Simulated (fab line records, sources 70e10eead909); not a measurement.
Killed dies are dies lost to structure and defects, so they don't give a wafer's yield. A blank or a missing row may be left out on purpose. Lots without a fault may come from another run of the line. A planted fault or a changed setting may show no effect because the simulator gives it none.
Tool commonality check | flow nand_harc | 2 lots, 6 wafers sampled

WHY IT WAS OPENED
At NHARC_END_SORT_01 the reading killed_at_array is flagged on 2 of 2 lots. Wafers without a fault read 55, standard deviation 17.
Rule: a lot is flagged when every wafer of it that has a number lies more than 4 standard deviations from that mean, or none has a number. The other lots count as sound.

lot  | measured     | on        | killed_at_array, wafer by wafer | flag
L246 | day 30 08:51 | prober-01 | 135 133 141                     | FLAGGED
L247 | day 30 17:21 | prober-01 | 146 149 149                     | FLAGGED
The numbers of the flagged lots are 142 on average: +87 against the usual, or +5 standard deviations.

WHICH TOOL RAN EACH LOT
The record holds 4 process steps before the reading, out of a route of 1302 steps. In each cell: the tool, then ch and the chambers that the sampled wafers went through, then the start.
lot  | flag    | NHARC_A_CONTACT_ETCH_138             | NHARC_THIN_TSV_DEP_43           | NHARC_THIN_TSV_ETCH_15           | NHARC_THIN_TSV_PRE_CLEAN_50
L246 | FLAGGED | har_cap_etch-03 ch 0,1, day 28 08:31 | pecvd-01 ch 0,1,2, day 29 15:35 | rie_si-04 ch 0,2,3, day 29 17:02 | pvd_sputter-01, day 30 08:51 or earlier
L247 | FLAGGED | har_cap_etch-03 ch 0,1, day 28 17:05 | pecvd-04 ch 1,2, day 29 22:21   | rie_si-02 ch 1,2,3, day 30 00:01 | pvd_sputter-01, day 30 17:21 or earlier
What these steps do:
- NHARC_A_CONTACT_ETCH_138: etches the open film in C4F8/O2/Ar, time 311 s, target depth 1914 nm.
- NHARC_THIN_TSV_DEP_43: deposits SiO2, target thk 1328.5 nm.
- NHARC_THIN_TSV_ETCH_15: target depth 3000 nm, bosch target overetch cycles 2, bosch etch step 2.8 s.
- NHARC_THIN_TSV_PRE_CLEAN_50: time 30 s.
- NHARC_END_SORT_01

FLAGGED OVER TOTAL, TOOL BY TOOL (the gauges that took the reading come last)
step                        | tool            | lots run | flagged | share of the flagged lots | sound lots run after its first flagged lot
NHARC_A_CONTACT_ETCH_138    | har_cap_etch-03 | 2        | 2       | all                       | 0
NHARC_THIN_TSV_DEP_43       | pecvd-01        | 1        | 1       | some                      | 0
NHARC_THIN_TSV_DEP_43       | pecvd-04        | 1        | 1       | some                      | 0
NHARC_THIN_TSV_ETCH_15      | rie_si-02       | 1        | 1       | some                      | 0
NHARC_THIN_TSV_ETCH_15      | rie_si-04       | 1        | 1       | some                      | 0
NHARC_THIN_TSV_PRE_CLEAN_50 | pvd_sputter-01  | 2        | 2       | all                       | 0
NHARC_END_SORT_01           | prober-01       | 2        | 2       | all                       | 0
NHARC_THIN_TSV_PRE_CLEAN_50 gives no start for some lots, so the hours and the order of its lots are those of NHARC_END_SORT_01.

WHAT THE TABLE ALLOWS
3 rows of the table ran every flagged lot: har_cap_etch-03 at NHARC_A_CONTACT_ETCH_138, pvd_sputter-01 at NHARC_THIN_TSV_PRE_CLEAN_50, prober-01 at NHARC_END_SORT_01.
- har_cap_etch-03 at NHARC_A_CONTACT_ETCH_138: 2 of its 2 lots flagged. It ran no sound lot before its first flagged lot in this sample, so the start can't be narrowed down.
- pvd_sputter-01 at NHARC_THIN_TSV_PRE_CLEAN_50: 2 of its 2 lots flagged. It ran no sound lot before its first flagged lot in this sample, so the start can't be narrowed down.
- prober-01 at NHARC_END_SORT_01: 2 of its 2 lots flagged. It ran no sound lot before its first flagged lot in this sample, so the start can't be narrowed down.
Counting lots can't tell these 3 tools apart, because each fits a fault that began at some hour. More lots, or a look at what each step does to the wafer, might.

WHAT THE SIMULATOR HAD PUT IN
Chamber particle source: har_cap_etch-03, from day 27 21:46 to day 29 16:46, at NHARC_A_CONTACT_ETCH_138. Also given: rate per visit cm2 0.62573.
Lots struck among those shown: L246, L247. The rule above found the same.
